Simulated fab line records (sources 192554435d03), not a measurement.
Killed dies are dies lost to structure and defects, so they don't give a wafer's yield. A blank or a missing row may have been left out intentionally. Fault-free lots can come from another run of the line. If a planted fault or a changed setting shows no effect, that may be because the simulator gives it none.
fab line records	flow n5_finfet
record lots=6	wafers=18	last_day=17
route steps=1938 shown PASSIVATION@1919
lots that met no fault: from a run of the same line without faults
start_h: the number of hours between the record's first day and the start of the first shown wafer of the lot	wait_h: how many hours have passed since the lot's step before this one	" identical to the entry in the row above	L1.1+2: a single row standing in for several wafers	- value missing, or start not given	* or withheld: withheld	< > ~ a bound
route shown NAME@n: a module of which the file shows steps, and the number in the route of the first	usual: the fault-free wafers' mean and standard deviation	same: alike in all rows	chamber/n: place in a boat	sites: each site's reading	_std_site: how widely they spread, as a standard deviation	_edge_site: outer sites' mean less inner sites'	radius_mm: for every site, how far away it sits from the centre of the wafer	mask NAME#n: copy n	behind: the most recent tool/chamber to have shaped the wafer	hold: what put the lot on hold/how long, in hours/how the hold closed	device: which transistor (n, p or np) failed to switch	end of line: the tests these same wafers got at the end of their route	a step without rows: its recipe alone	killed: count of dies lost to structure and defects at first sort (not the wafer's yield)	map: shows each die of a wafer: x if killed, . if not, _ if none is there
set.NAME: the setting as run; set.NAME@STEP: as run at that earlier step	model.NAME: the simulator's own value behind a step, which no gauge read
certain route steps with their lots: each step a table, each wafer a row
services: when a tool's chamber went out of use (start_h, in hours from the record's first day, below 0 if earlier), for how many hours, and the reason
## steps
# step N5_PASSIVATION_EBR_40
# recipe solvent=PGMEA	ebr_width_mm=1.5
# step N5_PASSIVATION_SOFTBAKE_39
# recipe temp_c=110	time_s=120
# step N5_PASSIVATION_EXPOSE_41
# recipe mask_id=PASS_OPEN	na=0.55	defocus_nm=0	source_shape=conventional	sigma_outer=0.8	polarization=unpolarized	target_cd_nm=40000	dose_mj=57.25
# step N5_PASSIVATION_PEB_42
# recipe peb_temp_c=withheld	peb_time_s=*
# step N5_PASSIVATION_DEVELOP_43
# recipe develop_time_s=60	rinse_liquid=diw	dry=air_spin	dev_temp_c=21
# step N5_PASSIVATION_HARDBAKE_45
# recipe temp_c=130	time_s=120
# step N5_PASSIVATION_CD_MEAS_44
# recipe target_cd_nm=40000	landing_energy_ev=500	detector=se_inlens
# usual cd_nm=39999/3.5
lot.wafer	tool	chamber	start_h	wait_h	cd_nm
L773.2	cd_sem-01	0	271.52	-	39997
L773.4	"	0	"	"	40002
L773.6	"	0	"	"	39998
L774.2	cd_sem-03	0	294.79	-	40003
L774.3	"	0	"	"	40002
L774.6	"	0	"	"	40000
L781.1	cd_sem-03	0	321.64	-	40004
L781.4	"	0	"	"	39999
L781.5	"	0	"	"	40001
L782.2	cd_sem-03	0	360.98	-	40000
L782.3	"	0	"	"	40001
L782.4	"	0	"	"	39997
L788.2	cd_sem-02	0	379.14	-	39997
L788.3	"	0	"	"	40002
L788.4	"	0	"	"	40001
L795.3	cd_sem-02	0	407.47	-	39997
L795.4	"	0	"	"	39997
L795.5	"	0	"	"	39999
# step N5_PASSIVATION_OVL_MEAS_66
# recipe points_per_wafer=44
# usual PASS_OPEN_OVL=1/4.8
lot.wafer	tool	chamber	start_h	wait_h	PASS_OPEN_OVL[nm]
L773.2	overlay-01	0	271.55	0.0	5
L773.4	"	0	"	"	-6
L773.6	"	0	"	"	0
L774.2	overlay-01	0	294.82	0.0	0
L774.3	"	0	"	"	0
L774.6	"	0	"	"	-4
L781.1	overlay-01	0	321.67	0.0	1
L781.4	"	0	"	"	-3
L781.5	"	0	"	"	-2
L782.2	overlay-01	0	361.01	0.0	-7
L782.3	"	0	"	"	1
L782.4	"	0	"	"	-7
L788.2	overlay-01	0	379.17	0.0	3
L788.3	"	0	"	"	-9
L788.4	"	0	"	"	-6
L795.3	overlay-01	0	407.50	0.0	-5
L795.4	"	0	"	"	0
L795.5	"	0	"	"	-2
# step N5_PASSIVATION_INSPECT_67
# recipe mode=adi	inspect_instrument=macro
# usual raw_defect_count=1.9/1.3
lot.wafer	tool	chamber	start_h	wait_h	raw_defect_count
L773.2	defect_inspect-02	-	271.57	0.0	2
L773.4	"	-	"	"	0
L773.6	"	-	"	"	2
L774.2	defect_inspect-02	-	294.85	0.0	3
L774.3	"	-	"	"	3
L774.6	"	-	"	"	0
L781.1	defect_inspect-02	-	321.69	0.0	0
L781.4	"	-	"	"	0
L781.5	"	-	"	"	1
L782.2	defect_inspect-02	-	361.03	0.0	4
L782.3	"	-	"	"	3
L782.4	"	-	"	"	0
L788.2	defect_inspect-02	-	379.19	0.0	2
L788.3	"	-	"	"	0
L788.4	"	-	"	"	1
L795.3	defect_inspect-02	-	407.52	0.0	3
L795.4	"	-	"	"	1
L795.5	"	-	"	"	3
# step N5_PASSIVATION_DESCUM_46
# recipe chemistry=O2	time_s=7.9	source_power_w=50	bias_power_w=20	pressure_mtorr=20	rf_frequency_hz=2.712e+07	temp_c=40	o2_flow_sccm=225
# usual drypump_motor_current_A=5.7/0.5	oes_product_au=0.82/0.088	rf_vpp_V=243.3/1.3	showerhead_plenum_p_Torr=2.10/0.064	throttle_valve_pct=20.48/0.22
lot.wafer	tool	chamber	start_h	wait_h	drypump_motor_current_A	oes_product_au	rf_hours_counter_h	rf_vpp_V	showerhead_plenum_p_Torr	throttle_valve_pct
L773.2	rie_diel-05	0	271.61	0.0	6.6	0.96	12	242.5	2.05	20.03
L773.4	"	0	"	"	6.6	0.96	-	243.1	2.05	20.04
L773.6	"	3	"	"	5.7	0.81	-	245.8	2.19	20.07
L774.2	rie_diel-05	0	294.88	0.0	6.6	0.95	21	241.8	2.05	20.05
L774.3	"	2	"	"	5.1	1.01	3	243.6	2.14	20.39
L774.6	"	1	"	"	5.7	0.76	-	245.4	2.17	20.61
L781.1	rie_diel-01	2	322.44	0.7	6.1	0.70	241	243.2	2.16	20.74
L781.4	"	0	"	"	5.1	0.77	-	242.3	2.01	20.50
L781.5	"	2	"	"	6.1	0.70	-	243.8	2.16	20.76
L782.2	rie_diel-01	0	361.25	0.2	5.1	0.76	128	241.3	2.01	20.52
L782.3	"	1	"	"	5.9	0.82	74	241.8	2.03	20.43
L782.4	"	1	"	"	5.9	0.83	-	242.1	2.03	20.44
L788.2	rie_diel-01	1	379.33	0.1	5.9	0.83	77	242.0	2.03	20.44
L788.3	"	3	"	"	5.3	0.92	20	244.9	2.15	20.61
L788.4	"	0	"	"	5.1	0.76	135	241.5	2.01	20.51
L795.3	rie_diel-05	3	407.55	0.0	5.7	0.77	134	244.2	2.17	20.12
L795.4	"	2	"	"	5.1	0.91	42	242.9	2.13	20.45
L795.5	"	1	"	"	5.8	0.72	-	243.6	2.16	20.67
# step N5_PASSIVATION_PASS_ETCH_47
# recipe chemistry=CF4/O2	target=SiNx	target_depth_a=7700	time_s=385	ion_energy_ev=100	pressure_mtorr=40	source_w=535	bias_w=49	Ar_flow_sccm=100	cf4_flow_sccm=100	O2_flow_sccm=10
# usual drypump_motor_current_A=5.7/0.5	oes_product_au=0.81/0.084	rf_vpp_V=243/3.8	showerhead_plenum_p_Torr=2.21/0.065	throttle_valve_pct=15.89/0.21
lot.wafer	tool	chamber	start_h	wait_h	drypump_motor_current_A	oes_product_au	rf_hours_counter_h	rf_vpp_V	showerhead_plenum_p_Torr	throttle_valve_pct
L773.2	rie_diel-05	0	271.64	0.0	6.6	0.95	12	241	2.17	15.45
L773.4	"	0	"	"	6.6	0.95	-	240	2.17	15.45
L773.6	"	3	"	"	5.7	0.81	-	241	2.31	15.59
L774.2	rie_diel-05	0	294.92	0.0	6.6	0.93	21	241	2.16	15.48
L774.3	"	2	"	"	5.1	1.00	3	247	2.26	15.81
L774.6	"	1	"	"	5.7	0.75	-	252	2.30	16.10
L781.1	rie_diel-01	2	322.47	0.0	6.1	0.70	241	239	2.26	16.11
L781.4	"	0	"	"	5.2	0.78	-	247	2.12	15.96
L781.5	"	2	"	"	6.1	0.70	-	239	2.26	16.12
L782.2	rie_diel-01	3	361.29	0.0	5.2	0.92	13	244	2.25	15.93
L782.3	"	0	"	"	5.1	0.76	128	246	2.12	15.97
L782.4	"	1	"	"	5.9	0.83	-	240	2.14	15.81
L788.2	rie_diel-01	1	379.37	0.0	5.9	0.83	77	242	2.14	15.82
L788.3	"	3	"	"	5.2	0.90	20	244	2.25	15.96
L788.4	"	0	"	"	5.2	0.76	135	248	2.11	16.01
L795.3	rie_diel-05	3	407.59	0.0	5.7	0.76	134	242	2.29	15.71
L795.4	"	2	"	"	5.1	0.89	42	247	2.24	15.88
L795.5	"	1	"	"	5.8	0.72	-	249	2.28	16.18
# step N5_PASSIVATION_ETCH_54
# recipe chemistry=CHF3/O2	target=SiO2	target_depth_a=8800	CHF3_flow_sccm=50	O2_flow_sccm=5	Ar_flow_sccm=200	time_s=440	mask_material=PR	pressure_mtorr=30	source_w=650	bias_w=170	ion_energy_ev=200
# usual drypump_motor_current_A=5.7/0.5	oes_product_au=0.81/0.085	rf_vpp_V=530/7.6	showerhead_plenum_p_Torr=2.41/0.07	throttle_valve_pct=18.85/0.19
lot.wafer	tool	chamber	start_h	wait_h	drypump_motor_current_A	oes_product_au	rf_hours_counter_h	rf_vpp_V	showerhead_plenum_p_Torr	throttle_valve_pct
L773.2	rie_diel-05	0	271.87	0.1	6.6	0.96	12	525	2.38	18.50
L773.4	"	0	"	"	6.6	0.95	-	525	2.38	18.48
L773.6	"	3	"	"	5.7	0.81	-	524	2.53	18.53
L774.2	rie_diel-05	0	295.14	0.1	6.6	0.92	21	525	2.38	18.51
L774.3	"	2	"	"	5.1	0.99	3	538	2.49	18.86
L774.6	"	1	"	"	5.7	0.75	-	545	2.50	18.99
L781.1	rie_diel-01	2	322.70	0.1	6.1	0.70	241	522	2.47	19.01
L781.4	"	0	"	"	5.1	0.77	-	537	2.33	18.93
L781.5	"	2	"	"	6.1	0.70	-	520	2.47	19.01
L782.2	rie_diel-01	3	361.52	0.1	5.3	0.93	13	532	2.47	18.91
L782.3	"	3	"	"	5.2	0.92	-	532	2.47	18.92
L782.4	"	0	"	"	5.2	0.77	-	537	2.32	18.96
L788.2	rie_diel-01	1	379.60	0.1	5.9	0.83	77	525	2.34	18.78
L788.3	"	3	"	"	5.2	0.91	20	533	2.47	18.91
L788.4	"	0	"	"	5.2	0.75	136	539	2.32	18.98
L795.3	rie_diel-05	3	407.82	0.1	5.7	0.76	134	523	2.51	18.61
L795.4	"	2	"	"	5.1	0.89	43	538	2.47	18.95
L795.5	"	1	"	"	5.8	0.73	-	544	2.49	19.06
# step N5_PASSIVATION_STRIP_48
# recipe chemistry=O2	power_w=600	temp_c=60	pressure_mtorr=30	rf_frequency_hz=6e+07	bias_power_w=0	overash_fraction=0.5	o2_flow_sccm=225
# usual drypump_motor_current_A=5.7/0.5	oes_product_au=0.81/0.091	rf_vpp_V=3.6/2.5	showerhead_plenum_p_Torr=2.10/0.064	temp_c=60.00/0.13	throttle_valve_pct=16.72/0.23
lot.wafer	tool	chamber	start_h	wait_h	drypump_motor_current_A	oes_product_au	rf_hours_counter_h	rf_vpp_V	showerhead_plenum_p_Torr	temp_c	throttle_valve_pct
L773.2	rie_diel-05	0	272.16	0.1	6.6	0.94	12	8.0	2.05	60.06	16.28
L773.4	"	0	"	"	6.6	0.97	-	5.5	2.05	60.18	16.22
L773.6	"	3	"	"	5.7	0.79	-	0.2	2.19	59.80	16.40
L774.2	rie_diel-05	0	295.43	0.1	6.6	0.92	21	3.0	2.05	59.91	16.23
L774.3	"	2	"	"	5.1	1.03	3	2.6	2.14	60.17	16.64
L774.6	"	1	"	"	5.7	0.74	-	2.3	2.18	59.98	16.82
L781.1	rie_diel-01	2	322.99	0.1	6.0	0.70	241	7.7	2.16	60.11	17.01
L781.4	"	0	"	"	5.2	0.78	-	0.2	2.02	60.27	16.82
L781.5	"	2	"	"	6.0	0.70	-	8.8	2.17	59.98	16.98
L782.2	rie_diel-01	3	361.95	0.3	5.2	0.93	13	2.6	2.15	61.32	16.80
L782.3	"	3	"	"	5.2	0.94	-	4.4	2.16	61.59	16.80
L782.4	"	0	"	"	5.1	0.74	-	2.1	2.01	61.31	16.86
L788.2	rie_diel-01	1	379.89	0.1	5.9	0.83	77	3.1	2.03	61.53	16.67
L788.3	"	3	"	"	5.2	0.93	20	2.5	2.15	61.32	16.77
L788.4	"	0	"	"	5.1	0.76	136	13.6	2.01	61.07	16.83
L795.3	rie_diel-05	3	408.10	0.1	5.7	0.77	134	1.3	2.17	59.99	16.46
L795.4	"	2	"	"	5.1	0.89	43	4.9	2.13	59.91	16.61
L795.5	"	1	"	"	5.8	0.70	-	6.8	2.16	60.00	16.92
# step N5_PASSIVATION_STRIP_52
# recipe chemistry=post_etch_residue_remover	time_s=1200	temp_c=72.5
# step N5_PASSIVATION_PROBE_49
# usual defect_limited_yield=91.3/1.5	killed_at_M0_to_M3=33/12	killed_at_M4_up=13/5.2	killed_at_contacts=13/6.7	killed_at_front_end=40/11	killed_at_other=4.1/2.7	killed_dies=103/17	killed_on_rim=14/4.2	killed_open=69/13	killed_short=33/8.4	sort_bin_5_function=5.1/1	sort_bin_6_memory=3.2/0.62	sort_n_pass=1077/17	sort_yield_pct=91.3/1.5
# same gross_dies=1180	killed_at_back_side=0	sort_bin_4_leakage[%]=0	sort_bin_8_speed[%]=0
lot.wafer	tool	chamber	start_h	wait_h	defect_limited_yield[%]	killed_at_M0_to_M3	killed_at_M4_up	killed_at_contacts	killed_at_front_end	killed_at_other	killed_dies	killed_on_rim	killed_open	killed_short	sort_bin_5_function[%]	sort_bin_6_memory[%]	sort_n_pass	sort_yield_pct[%]
L774.2	prober-02	-	297.97	0.1	91.0	25	5	15	57	4	106	15	73	33	5.4	3.2	1074	91.0
L774.3	prober-02	-	298.02	0.1	89.8	30	6	26	55	3	120	14	80	40	5.3	4.0	1060	89.8
L774.6	prober-02	-	298.17	0.3	90.8	39	8	14	40	7	108	8	71	36	5.6	3.2	1072	90.8
L788.2	prober-02	-	382.43	0.1	89.7	52	13	7	45	4	121	21	79	40	5.8	4.0	1059	89.7
L788.3	prober-02	-	382.48	0.1	88.7	58	9	9	54	3	133	13	87	44	6.4	4.4	1047	88.7
L788.4	prober-02	-	382.53	0.2	87.0	76	9	7	56	5	153	16	94	56	8.0	4.8	1027	87.0
# killed by level:class
L774.2 FIN_SAQP:geometric_particle:open=23 FIN_SAQP:geometric_particle:short=12 MOL_CONTACT_COAG:geometric_particle:open=11 BEOL_M3:geometric_particle:open=8 GATE_CUT:geometric_particle:short=7 BEOL_M1:geometric_particle:open=6 GATE_CUT:geometric_particle:open=6 BEOL_M0_SAQP:geometric_particle:open=5
L774.3 STI_FIN_REVEAL:geometric_particle:open=24 MOL_CONTACT_COAG:geometric_particle:open=19 FIN_SAQP:geometric_particle:open=9 GATE_CUT:geometric_particle:short=7 BEOL_M3:geometric_particle:open=7 MOL_CONTACT_COAG:geometric_particle:short=7 FIN_SAQP:geometric_particle:short=6 BEOL_M1:geometric_particle:short=5
L774.6 MOL_CONTACT_COAG:geometric_particle:open=13 BEOL_M1:geometric_particle:open=13 FIN_SAQP:geometric_particle:open=12 BEOL_M0_SAQP:geometric_particle:open=11 FIN_SAQP:geometric_particle:short=8 GATE_CUT:geometric_particle:short=6 BEOL_M1:geometric_particle:short=6 STI_FIN_REVEAL:geometric_particle:open=4
L788.2 BEOL_M0_SAQP:geometric_particle:open=18 STI_FIN_REVEAL:geometric_particle:open=12 BEOL_M2:geometric_particle:open=8 BEOL_M0_SAQP:geometric_particle:short=6 BEOL_M3:geometric_particle:open=6 MOL_CONTACT_COAG:geometric_particle:short=5 STARTING-WAFER:geometric_particle:open=5 STI_FIN_REVEAL:geometric_particle:short=4
L788.3 BEOL_M0_SAQP:geometric_particle:open=16 BEOL_M0_SAQP:geometric_particle:short=14 FIN_SAQP:geometric_particle:short=12 FIN_SAQP:geometric_particle:open=11 BEOL_M3:geometric_particle:open=10 BEOL_M0:geometric_particle:open=7 STI_FIN_REVEAL:geometric_particle:open=7 MOL_CONTACT_COAG:geometric_particle:open=7
L788.4 BEOL_M0_SAQP:geometric_particle:short=27 BEOL_M0_SAQP:geometric_particle:open=18 STI_FIN_REVEAL:geometric_particle:open=15 FIN_SAQP:geometric_particle:short=10 BEOL_M3:geometric_particle:open=9 BEOL_M1:geometric_particle:open=8 DUMMY_GATE:geometric_particle:open=8 FIN_SAQP:geometric_particle:open=7
## services
tool	chamber	start_h	hours	kind
rie_diel-05	1	251.98	3.1	repair
rie_diel-05	2	263.06	-	clean
rie_diel-05	2	263.06	-	consumable_replace:focus_ring
rie_diel-05	2	263.06	23.8	scheduled_down
rie_diel-05	2	263.06	23.8	vent_cycle
rie_diel-01	2	285.88	1.5	repair
rie_diel-01	0	288.34	2.1	repair
rie_diel-01	3	305.54	-	clean
rie_diel-01	3	305.54	-	consumable_replace:focus_ring
rie_diel-01	3	305.54	19.3	scheduled_down
rie_diel-01	3	305.54	19.3	vent_cycle
rie_diel-01	2	351.41	-	clean
rie_diel-01	2	351.41	-	consumable_replace:focus_ring
rie_diel-01	2	351.41	12.2	scheduled_down
rie_diel-01	2	351.41	12.2	vent_cycle
## key
first_sign step=N5_PASSIVATION_STRIP_48	reading=temp_c	direction=up	sigmas=10	usual=*	struck=*
effect none on later readings
met_at N5_PASSIVATION_STRIP_48
struck_wafers L782.2,L782.3,L782.4,L788.2,L788.3,L788.4
onset_between 322.99 361.95
fault kind=process_parameter_drift	tool=rie_diel-01	chamber=-	onset_h=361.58	steps=N5_PASSIVATION_STRIP_48	channel=temp_c	offset=*	shape=step	end_h=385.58	acts_in=*	stated=*
